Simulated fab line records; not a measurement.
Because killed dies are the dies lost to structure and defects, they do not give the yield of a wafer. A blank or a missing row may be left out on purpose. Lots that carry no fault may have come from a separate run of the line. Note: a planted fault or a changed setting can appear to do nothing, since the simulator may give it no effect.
Lot-split experiment :: flow n5-finfet :: on a route of 1938 steps: 7 lots, 21 wafers read

## ABOUT THE SPLIT
At N5_BEOL_M4_ETCH_70 (etches SOC in N2/H2, target depth 80 nm, overetch 24 nm, time 130 s), the setting time-s was moved away from the recipe's 130 s on 9 of the 21 wafers read, by -12.9% to +16.7%. This setting was run at the recipe's value on the other wafers.

The reading is taken at the split's own step.

## THE READING
SiARC_of_BEOL_M4_COAT_68.thk-nm (the simulator's own value, which no gauge read), in nm, at N5_BEOL_M4_ETCH_70 (etches SOC in N2/H2, target depth 80 nm, overetch 24 nm, time 130 s). No usual value for it is given in the file. The 12 wafers here that ran the recipe average 5.9 nm, standard deviation 0.12 nm.

wafer: L078.1
tool, chamber at the split: rie-diel-06, 1,2
time-s as run, s: 113.3
against the recipe: -12.8%
SiARC_of_BEOL_M4_COAT_68.thk-nm, nm: 6.4
against lot-mates on the recipe: +0.8

wafer: L078.4
tool, chamber at the split: rie-diel-06, 1,2
time-s as run, s: 113.3
against the recipe: -12.8%
SiARC_of_BEOL_M4_COAT_68.thk-nm, nm: 6.4
against lot-mates on the recipe: +0.8

wafer: L078.6
tool, chamber at the split: rie-diel-06, 1
time-s as run, s: 130
against the recipe: recipe
SiARC_of_BEOL_M4_COAT_68.thk-nm, nm: 5.6
against lot-mates on the recipe: -

wafer: L079.2
tool, chamber at the split: rie-diel-05, 2
time-s as run, s: 130
against the recipe: recipe
SiARC_of_BEOL_M4_COAT_68.thk-nm, nm: 6
against lot-mates on the recipe: -

wafer: L079.3
tool, chamber at the split: rie-diel-05, 3,1
time-s as run, s: 113.2
against the recipe: -12.9%
SiARC_of_BEOL_M4_COAT_68.thk-nm, nm: 6.6
against lot-mates on the recipe: +0.6

wafer: L079.5
tool, chamber at the split: rie-diel-05, 3,1
time-s as run, s: 113.2
against the recipe: -12.9%
SiARC_of_BEOL_M4_COAT_68.thk-nm, nm: 6.6
against lot-mates on the recipe: +0.6

wafer: L082.4
tool, chamber at the split: rie-diel-02, 0
time-s as run, s: 130
against the recipe: recipe
SiARC_of_BEOL_M4_COAT_68.thk-nm, nm: 6
against lot-mates on the recipe: -

wafer: L082.5
tool, chamber at the split: rie-diel-02, 0
time-s as run, s: 149.5
against the recipe: +15.0%
SiARC_of_BEOL_M4_COAT_68.thk-nm, nm: 5.2
against lot-mates on the recipe: -0.7

wafer: L082.6
tool, chamber at the split: rie-diel-02, 3
time-s as run, s: 130
against the recipe: recipe
SiARC_of_BEOL_M4_COAT_68.thk-nm, nm: 5.8
against lot-mates on the recipe: -

wafer: L083.2
tool, chamber at the split: rie-diel-06, 1,2
time-s as run, s: 130
against the recipe: recipe
SiARC_of_BEOL_M4_COAT_68.thk-nm, nm: 6
against lot-mates on the recipe: -

wafer: L083.4
tool, chamber at the split: rie-diel-06, 1,2
time-s as run, s: 130
against the recipe: recipe
SiARC_of_BEOL_M4_COAT_68.thk-nm, nm: 6
against lot-mates on the recipe: -

wafer: L083.6
tool, chamber at the split: rie-diel-06, 2
time-s as run, s: 146.3
against the recipe: +12.5%
SiARC_of_BEOL_M4_COAT_68.thk-nm, nm: 5.2
against lot-mates on the recipe: -0.8

wafer: L086.3
tool, chamber at the split: rie-diel-05, 0,1,0
time-s as run, s: 130
against the recipe: recipe
SiARC_of_BEOL_M4_COAT_68.thk-nm, nm: 6
against lot-mates on the recipe: -

wafer: L086.5
tool, chamber at the split: rie-diel-05, 0,1,0
time-s as run, s: 130
against the recipe: recipe
SiARC_of_BEOL_M4_COAT_68.thk-nm, nm: 6
against lot-mates on the recipe: -

wafer: L086.6
tool, chamber at the split: rie-diel-05, 0,1,0
time-s as run, s: 130
against the recipe: recipe
SiARC_of_BEOL_M4_COAT_68.thk-nm, nm: 6
against lot-mates on the recipe: -

wafer: L093.1
tool, chamber at the split: rie-diel-05, 1
time-s as run, s: 148.8
against the recipe: +14.5%
SiARC_of_BEOL_M4_COAT_68.thk-nm, nm: 5
against lot-mates on the recipe: -0.9

wafer: L093.5
tool, chamber at the split: rie-diel-05, 2
time-s as run, s: 130
against the recipe: recipe
SiARC_of_BEOL_M4_COAT_68.thk-nm, nm: 6
against lot-mates on the recipe: -

wafer: L093.6
tool, chamber at the split: rie-diel-05, 3
time-s as run, s: 130
against the recipe: recipe
SiARC_of_BEOL_M4_COAT_68.thk-nm, nm: 5.8
against lot-mates on the recipe: -

wafer: L097.1
tool, chamber at the split: rie-diel-02, 0
time-s as run, s: 151.7
against the recipe: +16.7%
SiARC_of_BEOL_M4_COAT_68.thk-nm, nm: 4.8
against lot-mates on the recipe: -1.2

wafer: L097.5
tool, chamber at the split: rie-diel-02, 1
time-s as run, s: 130
against the recipe: recipe
SiARC_of_BEOL_M4_COAT_68.thk-nm, nm: 6
against lot-mates on the recipe: -

wafer: L097.6
tool, chamber at the split: rie-diel-02, 0
time-s as run, s: 151.7
against the recipe: +16.7%
SiARC_of_BEOL_M4_COAT_68.thk-nm, nm: 5
against lot-mates on the recipe: -1.0
The file does not say which wafer passed through which chamber wherever a row lists several chambers: such a row stands for several wafers.

FIT RESULTS
A straight line over all 21 wafers: SiARC_of_BEOL_M4_COAT_68.thk-nm changes by -0.0532 nm for each +1% of time-s; r = -0.97; the points scatter about the line by 0.13 nm.
The same after taking each lot's own level away (the mean of its wafers on the recipe; 21 wafers): -0.0584 nm for each +1%; r = -0.99; scatter 0.096 nm.
Per that fit: largest time-s move, reading shift of 0.97 nm.
The lots' own levels span 5.60 to 6.00 nm, that is 3.2 times the standard deviation above.
So the lot-to-lot level changes the slope little: the two slopes agree.
Check: with one of the wafers moved furthest among these (+16.7%) left out of the fit, the line predicts -0.948 nm for it against its lot-mates. Against them it came out at -1.2 nm.

## THESE WAFERS: OTHER SPLITS
Other splits were also applied to these wafers ahead of the reading. Each is held against what the fit with the lots' levels taken away leaves over:
other split on the same wafers: N5_BEOL_M1_ETCH_70 time-s
wafers away from the commonest value: 7
r with SiARC_of_BEOL_M4_COAT_68.thk-nm (lot level and that fit taken away): +0.29

other split on the same wafers: N5_BEOL_M1_TRENCH_ETCH_37 time-s
wafers away from the commonest value: 10
r with SiARC_of_BEOL_M4_COAT_68.thk-nm (lot level and that fit taken away): +0.10

other split on the same wafers: N5_BEOL_M2_TRENCH_ETCH_37 source-w
wafers away from the commonest value: 3
r with SiARC_of_BEOL_M4_COAT_68.thk-nm (lot level and that fit taken away): -0.10

other split on the same wafers: N5_BEOL_M3_COAT_22 spin-rpm
wafers away from the commonest value: 8
r with SiARC_of_BEOL_M4_COAT_68.thk-nm (lot level and that fit taken away): +0.02

other split on the same wafers: N5_BEOL_M3_ETCH_70 source-w
wafers away from the commonest value: 4
r with SiARC_of_BEOL_M4_COAT_68.thk-nm (lot level and that fit taken away): -0.10

other split on the same wafers: N5_BEOL_M3_ETCH_41 target-depth-a
wafers away from the commonest value: 6
r with SiARC_of_BEOL_M4_COAT_68.thk-nm (lot level and that fit taken away): +0.33

## FILE'S OWN FIT
SiARC_of_BEOL_M4_COAT_68.thk-nm changes by -0.0582 nm for each +1% of time-s, r = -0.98.
